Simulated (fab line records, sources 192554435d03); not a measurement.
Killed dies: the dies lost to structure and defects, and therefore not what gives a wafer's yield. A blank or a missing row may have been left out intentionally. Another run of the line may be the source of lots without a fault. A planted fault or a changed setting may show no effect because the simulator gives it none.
Split-lot experiment :: flow n5_finfet :: on a route of 1938 steps: 7 lots, 39 wafers read

SPLIT DETAILS
At N5_SD_EPI_N_EPI_21 (deposits Si:P, time 690 s), the setting epi_growth_time_s was moved away from the recipe's 690 s on 18 of the 39 wafers read, by -50.4% to +40.8%. This setting was run at the recipe's value on the other wafers.

FROM THE SPLIT TO THE READING: what the file shows between them, 6 steps
- N5_SD_EPI_N_EPI_MEAS_23
- N5_SD_EPI_N_PRECLEAN_24: cleans in O3/DIW, time 60 s
- N5_SD_EPI_N_SRD_25: time 30 s
- N5_SD_EPI_N_PRECLEAN_49: cleans in NF3:NH3, afs cycles 1, time 20 s, sublimation time 60 s
- N5_SD_ACTIVATION_RTA_00: time 0 s
- N5_SD_ACTIVATION_LSA_01: time 0.0008 s

THE READING
Measured at N5_SD_ACTIVATION_RS_MEAS_03 by four-point probe: RS_SD_N, in ohm/sq. On this fab line, fault-free wafers typically give 21.9 ohm/sq with a standard deviation of 0.31 ohm/sq.

wafer: L074.1
tool, chamber at the split: epi_rpcvd-03, 0
epi_growth_time_s as run, s: 858.1
against the recipe: +24.4%
RS_SD_N, ohm/sq: 18.5
against lot-mates on the recipe: -3.6

wafer: L074.2
tool, chamber at the split: epi_rpcvd-03, 0
epi_growth_time_s as run, s: 690
against the recipe: recipe
RS_SD_N, ohm/sq: 22.2
against lot-mates on the recipe: -

wafer: L074.3
tool, chamber at the split: epi_rpcvd-03, 0
epi_growth_time_s as run, s: 690
against the recipe: recipe
RS_SD_N, ohm/sq: 22.2
against lot-mates on the recipe: -

wafer: L074.4
tool, chamber at the split: epi_rpcvd-03, 0
epi_growth_time_s as run, s: 858.1
against the recipe: +24.4%
RS_SD_N, ohm/sq: 18.7
against lot-mates on the recipe: -3.4

wafer: L074.5
tool, chamber at the split: epi_rpcvd-03, 0
epi_growth_time_s as run, s: 858.1
against the recipe: +24.4%
RS_SD_N, ohm/sq: 19.1
against lot-mates on the recipe: -3.0

wafer: L074.6
tool, chamber at the split: epi_rpcvd-03, 0
epi_growth_time_s as run, s: 690
against the recipe: recipe
RS_SD_N, ohm/sq: 21.9
against lot-mates on the recipe: -

wafer: L077.1
tool, chamber at the split: epi_rpcvd-01, 0
epi_growth_time_s as run, s: 534.2
against the recipe: -22.6%
RS_SD_N, ohm/sq: 26.1
against lot-mates on the recipe: +4.7

wafer: L077.2
tool, chamber at the split: epi_rpcvd-01, 0
epi_growth_time_s as run, s: 690
against the recipe: recipe
RS_SD_N, ohm/sq: 21.3
against lot-mates on the recipe: -

wafer: L077.3
tool, chamber at the split: epi_rpcvd-01, 0
epi_growth_time_s as run, s: 534.2
against the recipe: -22.6%
RS_SD_N, ohm/sq: 25.5
against lot-mates on the recipe: +4.1

wafer: L077.4
tool, chamber at the split: epi_rpcvd-01, 0
epi_growth_time_s as run, s: 534.2
against the recipe: -22.6%
RS_SD_N, ohm/sq: 25.8
against lot-mates on the recipe: +4.4

wafer: L077.5
tool, chamber at the split: epi_rpcvd-01, 0
epi_growth_time_s as run, s: 690
against the recipe: recipe
RS_SD_N, ohm/sq: 21.5
against lot-mates on the recipe: -

wafer: L077.6
tool, chamber at the split: epi_rpcvd-01, 0
epi_growth_time_s as run, s: 690
against the recipe: recipe
RS_SD_N, ohm/sq: 21.4
against lot-mates on the recipe: -

wafer: L080.1
tool, chamber at the split: epi_rpcvd-03, 0
epi_growth_time_s as run, s: 921.5
against the recipe: +33.6%
RS_SD_N, ohm/sq: 17.6
against lot-mates on the recipe: -4.4

wafer: L080.2
tool, chamber at the split: epi_rpcvd-03, 0
epi_growth_time_s as run, s: 690
against the recipe: recipe
RS_SD_N, ohm/sq: 22.3
against lot-mates on the recipe: -

wafer: L080.3
tool, chamber at the split: epi_rpcvd-03, 0
epi_growth_time_s as run, s: 921.5
against the recipe: +33.6%
RS_SD_N, ohm/sq: 17.9
against lot-mates on the recipe: -4.1

wafer: L080.4
tool, chamber at the split: epi_rpcvd-03, 0
epi_growth_time_s as run, s: 690
against the recipe: recipe
RS_SD_N, ohm/sq: 21.6
against lot-mates on the recipe: -

wafer: L080.5
tool, chamber at the split: epi_rpcvd-03, 0
epi_growth_time_s as run, s: 921.5
against the recipe: +33.6%
RS_SD_N, ohm/sq: 17.6
against lot-mates on the recipe: -4.4

wafer: L080.6
tool, chamber at the split: epi_rpcvd-03, 0
epi_growth_time_s as run, s: 690
against the recipe: recipe
RS_SD_N, ohm/sq: 22.0
against lot-mates on the recipe: -

wafer: L081.1
tool, chamber at the split: epi_rpcvd-03, 0
epi_growth_time_s as run, s: 555.2
against the recipe: -19.5%
RS_SD_N, ohm/sq: 25.1
against lot-mates on the recipe: +3.0

wafer: L081.2
tool, chamber at the split: epi_rpcvd-03, 0
epi_growth_time_s as run, s: 690
against the recipe: recipe
RS_SD_N, ohm/sq: 22.3
against lot-mates on the recipe: -

wafer: L081.3
tool, chamber at the split: epi_rpcvd-03, 0
epi_growth_time_s as run, s: 555.2
against the recipe: -19.5%
RS_SD_N, ohm/sq: 25.4
against lot-mates on the recipe: +3.3

wafer: L081.4
tool, chamber at the split: epi_rpcvd-03, 0
epi_growth_time_s as run, s: 690
against the recipe: recipe
RS_SD_N, ohm/sq: 22.2
against lot-mates on the recipe: -

wafer: L081.5
tool, chamber at the split: epi_rpcvd-03, 0
epi_growth_time_s as run, s: 690
against the recipe: recipe
RS_SD_N, ohm/sq: 21.9
against lot-mates on the recipe: -

wafer: L081.6
tool, chamber at the split: epi_rpcvd-03, 0
epi_growth_time_s as run, s: 555.2
against the recipe: -19.5%
RS_SD_N, ohm/sq: 25.2
against lot-mates on the recipe: +3.1

wafer: L085.1
tool, chamber at the split: epi_rpcvd-03, 0
epi_growth_time_s as run, s: 342.3
against the recipe: -50.4%
RS_SD_N, ohm/sq: 40.0
against lot-mates on the recipe: +18.2

wafer: L085.2
tool, chamber at the split: epi_rpcvd-03, 0
epi_growth_time_s as run, s: 690
against the recipe: recipe
RS_SD_N, ohm/sq: 21.6
against lot-mates on the recipe: -

wafer: L085.3
tool, chamber at the split: epi_rpcvd-03, 0
epi_growth_time_s as run, s: 342.3
against the recipe: -50.4%
RS_SD_N, ohm/sq: 40.0
against lot-mates on the recipe: +18.2

wafer: L085.4
tool, chamber at the split: epi_rpcvd-03, 0
epi_growth_time_s as run, s: 690
against the recipe: recipe
RS_SD_N, ohm/sq: 21.9
against lot-mates on the recipe: -

wafer: L085.5
tool, chamber at the split: epi_rpcvd-03, 0
epi_growth_time_s as run, s: 342.3
against the recipe: -50.4%
RS_SD_N, ohm/sq: 40.1
against lot-mates on the recipe: +18.3

wafer: L085.6
tool, chamber at the split: epi_rpcvd-03, 0
epi_growth_time_s as run, s: 690
against the recipe: recipe
RS_SD_N, ohm/sq: 21.8
against lot-mates on the recipe: -

wafer: L095.2
tool, chamber at the split: epi_rpcvd-03, 0
epi_growth_time_s as run, s: 690
against the recipe: recipe
RS_SD_N, ohm/sq: 22.0
against lot-mates on the recipe: -

wafer: L095.3
tool, chamber at the split: epi_rpcvd-03, 0
epi_growth_time_s as run, s: 690
against the recipe: recipe
RS_SD_N, ohm/sq: 22.4
against lot-mates on the recipe: -

wafer: L095.6
tool, chamber at the split: epi_rpcvd-03, 0
epi_growth_time_s as run, s: 690
against the recipe: recipe
RS_SD_N, ohm/sq: 22.4
against lot-mates on the recipe: -

wafer: L097.1
tool, chamber at the split: epi_rpcvd-02, 0
epi_growth_time_s as run, s: 971.6
against the recipe: +40.8%
RS_SD_N, ohm/sq: 17.3
against lot-mates on the recipe: -4.4

wafer: L097.2
tool, chamber at the split: epi_rpcvd-02, 0
epi_growth_time_s as run, s: 971.6
against the recipe: +40.8%
RS_SD_N, ohm/sq: 17.0
against lot-mates on the recipe: -4.7

wafer: L097.3
tool, chamber at the split: epi_rpcvd-02, 0
epi_growth_time_s as run, s: 971.6
against the recipe: +40.8%
RS_SD_N, ohm/sq: 17.1
against lot-mates on the recipe: -4.6

wafer: L097.4
tool, chamber at the split: epi_rpcvd-02, 0
epi_growth_time_s as run, s: 690
against the recipe: recipe
RS_SD_N, ohm/sq: 21.5
against lot-mates on the recipe: -

wafer: L097.5
tool, chamber at the split: epi_rpcvd-02, 0
epi_growth_time_s as run, s: 690
against the recipe: recipe
RS_SD_N, ohm/sq: 21.8
against lot-mates on the recipe: -

wafer: L097.6
tool, chamber at the split: epi_rpcvd-02, 0
epi_growth_time_s as run, s: 690
against the recipe: recipe
RS_SD_N, ohm/sq: 21.8
against lot-mates on the recipe: -

THE FIT
A straight line over all 39 wafers: RS_SD_N changes by -0.218 ohm/sq for each +1% of epi_growth_time_s; r = -0.91; the points scatter about the line by 2.4 ohm/sq.
The same after taking each lot's own level away (the mean of its wafers on the recipe; 39 wafers): -0.22 ohm/sq for each +1%; r = -0.91; scatter 2.4 ohm/sq.
The reading moves by 11 ohm/sq for the largest change in epi_growth_time_s, on that fit.
Measured against the standard deviation above, the lots' own levels, which go from 21.40 to 22.27 ohm/sq, span 2.8 times it.
Consequently the slope shifts little with the lot-to-lot level, the two slopes agreeing.
Check: +11.2 ohm/sq against its lot-mates is what the line predicts for one of the wafers moved furthest among these (-50.4%) when that wafer is left out of the fit. Against them it came out at +18.2 ohm/sq.

THE OTHER SPLITS THESE WAFERS WENT THROUGH
Before the reading, these wafers also passed through other splits. Each is held against what the fit with the lots' levels taken away leaves over:
other split on the same wafers: N5_PMOS_HMC_CHANNEL_EPI_HM_DEP_34 time_s
wafers away from the commonest value: 9
r with RS_SD_N (lot level and that fit taken away): -0.18

other split on the same wafers: N5_FIN_SAQP_ETCH_65 time_s
wafers away from the commonest value: 15
r with RS_SD_N (lot level and that fit taken away): +0.16

THE WHOLE CHAIN: every reading that the file lists as answering this split, in the file's order
step: N5_SD_EPI_N_EPI_21
what it does: deposits Si:P, time 690 s
reading: Si-P_of_SD_EPI_N_EPI_21.thk_nm (the simulator's own value, which no gauge read)
change (the file's fit): +0.457 nm for each +1% of the setting
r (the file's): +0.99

step: N5_SD_EPI_N_EPI_MEAS_23
what it does: 
reading: thk_nm
change (the file's fit): withheld for each +1% of the setting
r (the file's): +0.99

step: N5_SD_EPI_N_PRECLEAN_24
what it does: cleans in O3/DIW, time 60 s
reading: Si-P_of_SD_EPI_N_EPI_21.thk_nm (the simulator's own value, which no gauge read)
change (the file's fit): +0.454 nm for each +1% of the setting
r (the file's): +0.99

step: N5_SD_ACTIVATION_RS_MEAS_03
what it does: measures by four-point-probe
reading: RS_SD_N
change (the file's fit): -0.218 for each +1% of the setting
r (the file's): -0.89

THE FILE'S OWN FIT
RS_SD_N changes by -0.218 ohm/sq for each +1% of epi_growth_time_s, r = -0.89.
